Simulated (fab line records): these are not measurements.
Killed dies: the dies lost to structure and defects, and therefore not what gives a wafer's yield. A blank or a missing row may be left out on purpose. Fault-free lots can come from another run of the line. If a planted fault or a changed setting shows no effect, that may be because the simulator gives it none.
A struck lot beside a sound one || flow nand_harc || 32 steps out of a route of 1159
Sound: the wafers L573.1, L573.2, L573.4. Wafers L571.1, L571.2, L571.4 were the ones struck. At the end, the cause is stated.
Per side, at each step with rows, come the tool, then ch with its chambers, and then its first start. Under that, the readings that differ: sound wafers || struck wafers || difference of the means || sigmas: that difference in standard deviations of wafers without a fault.
alike: readings whose means differ by less than 2 such deviations, and words and numbers that are the same on both sides. not compared: withheld readings, readings that some wafer has no value for, bounds like >300 that may hide the same value, and numbers for which the record gives no deviation and whose values overlap.
A row with sigmas, a row that says differs or no value, or rows on one side alone: a step with any of these is where the two part. Numbers that have no deviation but don't overlap get no sigmas and don't part them. Lack of a reading on every wafer of one side parts them only where that side has two or more wafers.

first, 2 steps without rows for these wafers: NHARC_A_CHANNEL_HOLE_D1_PEB_08 (peb time 65 s); NHARC_A_CHANNEL_HOLE_D1_DEVELOP_09 (develop time 35 s).
NHARC_A_CHANNEL_HOLE_D1_CD_MEAS_10: target cd 100 nm.
  sound on cd_sem-01 ch 0, day 11 11:49; struck on cd_sem-01 ch 0, day 11 11:29
  alike: cd_nm
NHARC_A_CHANNEL_HOLE_D1_OVL_MEAS_11:
  sound on overlay-02, day 11 11:54; struck on overlay-01, day 11 11:34
  alike: overlay_x_nm, overlay_y_nm
NHARC_A_CHANNEL_HOLE_D1_INSPECT_12:
  sound on defect_inspect-01, day 11 11:56; struck on defect_inspect-01, day 11 11:36
  alike: raw_defect_count
then, 2 steps without rows for these wafers: NHARC_A_CHANNEL_HOLE_D1_DESCUM_15 (chemistry O2, time 3 s); NHARC_A_CHANNEL_HOLE_D1_ETCH_38 (etches the open film in CF4, target depth 39 nm, time 65 s).
NHARC_A_CHANNEL_HOLE_D1_ETCH_39: etches the open film in N2/H2, target depth 260 nm, time 325 s.
  sound: rie_diel-12 ch 0,1,3; struck: rie_diel-05 ch 1,2,3
{"reading": "rf_hours_counter_h (h)", "sound": "2 2 2", "struck": "7 8 8", "difference": "+6", "sigmas": ""}
  alike: drypump_motor_current_A, n2_flow_sccm, oes_product_au, rf_vpp_V, showerhead_plenum_p_Torr, throttle_valve_pct
then, 2 steps without rows for these wafers: NHARC_A_CHANNEL_HOLE_D1_ETCH_34 (etches the open film in CF4/CHF3, target depth 154 nm, time 77 s); NHARC_A_CHANNEL_HOLE_D1_ETCH_16 (etches the open film in O2/COS, target depth 3100 nm, time 806 s).
NHARC_A_CHANNEL_HOLE_D1_CD_MEAS_18:
  sound on cd_sem-01, day 11 13:07; struck on cd_sem-01, day 11 12:46
  alike: cd_nm
then, 1 step without rows for these wafers: NHARC_A_CHANNEL_HOLE_D1_ETCH_19 (etches the open film in C4F8/O2/Ar, time 34.5 s).
NHARC_A_CHANNEL_HOLE_D1_ETCH_20: etches the open film in C4F8/O2/Ar, time 361.9 s, target depth 1600 nm.
  sound on har_etch-02 ch 0,1, day 11 16:38; struck on har_etch-01 ch 0,1, day 11 12:57
  alike: c4f8_flow_sccm, drypump_motor_current_A, he_backside_leak_sccm, showerhead_plenum_p_Torr, throttle_valve_pct
  not compared: rf_hours_counter_h
NHARC_A_CHANNEL_HOLE_D1_ETCH_21: etches the open film in C4F8/O2/Ar, time 514.3 s, target depth 1600 nm.
  sound on har_etch-02 ch 0,1, day 11 16:58; struck on har_etch-01 ch 0,1, day 11 13:16
  alike: c4f8_flow_sccm, drypump_motor_current_A, he_backside_leak_sccm, showerhead_plenum_p_Torr, throttle_valve_pct
  not compared: rf_hours_counter_h
then, 3 steps without rows for these wafers: NHARC_A_CHANNEL_HOLE_D1_ETCH_22 (etches the open film in C4F8/O2/Ar, time 666.7 s, target depth 1600 nm); NHARC_A_CHANNEL_HOLE_D1_ETCH_23 (etches the open film in C4F8/O2/Ar, time 819 s, target depth 1600 nm); NHARC_A_CHANNEL_HOLE_D1_ETCH_24 (etches the open film in C4F8/O2/Ar, time 906.2 s, target depth 1500 nm).
NHARC_A_CHANNEL_HOLE_D1_ETCH_25: etches the open film in C4F8/O2/Ar, time 1040.2 s, target depth 1500 nm.
  sound on har_etch-02 ch 0,1, day 11 19:26; struck on har_etch-01 ch 0,1, day 11 15:44
  alike: c4f8_flow_sccm, drypump_motor_current_A, he_backside_leak_sccm, showerhead_plenum_p_Torr, throttle_valve_pct
  not compared: rf_hours_counter_h
then, 5 steps without rows for these wafers: NHARC_A_CHANNEL_HOLE_D1_ETCH_26 (etches the open film in C4F8/O2/Ar, time 224.1 s, target depth 300 nm); NHARC_A_CHANNEL_HOLE_D1_ETCH_33 (etches the open film in C4F8/O2/Ar, time 90 s, target depth 400 nm); NHARC_A_CHANNEL_HOLE_D1_STRIP_41 (strips in N2/H2); NHARC_A_CHANNEL_HOLE_D1_STRIP_42 (strips in CF4/CHF3); NHARC_A_CHANNEL_HOLE_D1_STRIP_43 (strips in O2/COS).
NHARC_A_CHANNEL_HOLE_D1_ETCH_44: etches the open film in CF4/O2, target depth 140 nm, overetch 14 nm, time 77 s.
  sound on rie_diel-11 ch 1,2,3, day 11 21:15; struck on rie_diel-11 ch 0,1,3, day 11 17:33
  alike: drypump_motor_current_A, oes_ar_750_au, oes_product_au, rf_hours_counter_h, rf_vpp_V, showerhead_plenum_p_Torr, throttle_valve_pct
then, 3 steps without rows for these wafers: NHARC_A_CHANNEL_HOLE_D1_STRIP_27 (strips in O2); NHARC_A_CHANNEL_HOLE_D1_PRECLEAN_28 (cleans in SC1); NHARC_A_CHANNEL_HOLE_D1_SRD_29.
NHARC_A_CHANNEL_HOLE_D1_CD_MEAS_30:
  sound on cd_sem-02, day 11 22:03; struck on cd_sem-02, day 11 18:21
  alike: cd_nm
NHARC_A_CHANNEL_HOLE_D1_XSEM_31:
  sound on xsem-02 ch 0, day 11 22:08; struck on xsem-01 ch 0, day 11 18:26
{"reading": "tilt_deg (degrees)", "sound": "0.08 0.08 0.08", "struck": "-0.01 -0.01 -0.01", "difference": -0.09, "sigmas": -2}
  alike: bot_cd_nm, bow_nm
NHARC_A_CHANNEL_HOLE_D1_INSPECT_40:
  sound on defect_inspect-01, day 11 22:14; struck on defect_inspect-02, day 11 18:32
{"reading": "raw_defect_count", "sound": "69 84 76", "struck": "309 304 329", "difference": "+238", "sigmas": "+15"}
then, 1 step without rows for these wafers: NHARC_A_CHANNEL_FILL_D1_PRECLEAN_00 (cleans in SC1).
-- the record jumps here: 10 days lie between the struck wafers' starts before and after (it left off in module A_CHANNEL_FILL_D1 and takes up again in module END, whose first step shown is number 1159 of the route) --
NHARC_END_SORT_01:
  sound on prober-01 ch 0, day 22 13:47; struck on prober-02 ch 0, day 22 06:04
{"reading": "killed_at_array", "sound": "26 19 28", "struck": "100 97 112", "difference": "+79", "sigmas": "+7"}
{"reading": "killed_dies", "sound": "30 22 34", "struck": "103 100 113", "difference": "+77", "sigmas": "+6"}
  alike: killed_at_other, killed_at_periphery, killed_open, killed_short

WHERE THEY PART
First at NHARC_A_CHANNEL_HOLE_D1_XSEM_31; last, within this record, at NHARC_END_SORT_01.

WHY: whatever the simulator had introduced
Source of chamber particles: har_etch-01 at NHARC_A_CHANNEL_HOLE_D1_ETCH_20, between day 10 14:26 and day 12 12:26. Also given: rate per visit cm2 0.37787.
